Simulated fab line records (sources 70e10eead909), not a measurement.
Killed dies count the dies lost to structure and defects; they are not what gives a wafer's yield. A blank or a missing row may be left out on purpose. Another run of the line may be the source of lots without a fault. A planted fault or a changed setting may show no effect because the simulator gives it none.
Matching of chambers + flow nand_harc + NHARC_A_CHANNEL_FILL_D2_ALD_16 on ald_hk-02: 4 sister chambers
The step deposits SiO2, target thk 1.5 nm, pulse time 10 s, ald cycles 15. 8 wafers are shown with their chamber, then 10 later ones without.

== WAFERS PAIRED WITH THEIR CHAMBERS ==
| wafer  | chamber | heater_power_w (W) | precursor_pulse_height_rel |
|--------|---------|--------------------|----------------------------|
| L087.2 | 3       | 451                | 0.978                      |
| L089.1 | 0       | 500                | 0.974                      |
| L089.3 | 1       | 472                | 1.028                      |
| L090.1 | 2       | 511                | 1.003                      |
| L090.5 | 3       | 443                | 1.028                      |
| L090.6 | 0       | 495                | 1.016                      |
| L091.3 | 1       | 456                | 1.005                      |
| L091.4 | 2       | 508                | 0.991                      |

== WAFERS WITHOUT THEIR CHAMBER ==
| wafer  | heater_power_w (W) | precursor_pulse_height_rel |
|--------|--------------------|----------------------------|
| L091.6 | 521                | 1.029                      |
| L093.3 | 519                | 0.992                      |
| L093.5 | 497                | 1.010                      |
| L093.6 | 451                | 1.001                      |
| L094.4 | 450                | 0.999                      |
| L094.5 | 536                | 1.016                      |
| L094.6 | 456                | 1.020                      |
| L095.1 | 504                | 0.982                      |
| L095.2 | 472                | 0.988                      |
| L095.5 | 472                | 0.960                      |

== EACH ONE'S CHAMBER ==
| wafer  | from the rows above          | in truth |
|--------|------------------------------|----------|
| L091.6 | can't be placed: 2 or 0      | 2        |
| L093.3 | can't be placed: 2 or 0      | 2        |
| L093.5 | can't be placed: 0 or 2      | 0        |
| L093.6 | can't be placed: 3 or 1      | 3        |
| L094.4 | can't be placed: 3 or 1      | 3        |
| L094.5 | can't be placed: 2 or 0      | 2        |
| L094.6 | can't be placed: 1 or 3      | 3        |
| L095.1 | can't be placed: 2 or 0      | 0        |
| L095.2 | 1                            | 1        |
| L095.5 | can't be placed: 1 or 0 or 3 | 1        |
Correctly placed: 1 of 10. Can't be placed from these rows: 9 (the true chamber is among the candidates in 9). 0 placed wrongly.
How it was worked out, from the rows above alone: a wafer's distance from a chamber is the root of the sum, over the readings, of the square of ((its reading less the chamber's mean) divided by the reading's scatter). If the next closest chamber is less than 2 further off than the closest, the wafer can't be placed; otherwise it belongs to the closest. For every chamber, the mean is computed from those of its wafers that are shown. The scatter is the square root of a quotient: the sum, over the shown wafers, of each reading's squared deviation from its chamber's mean, divided by wafers minus chambers.
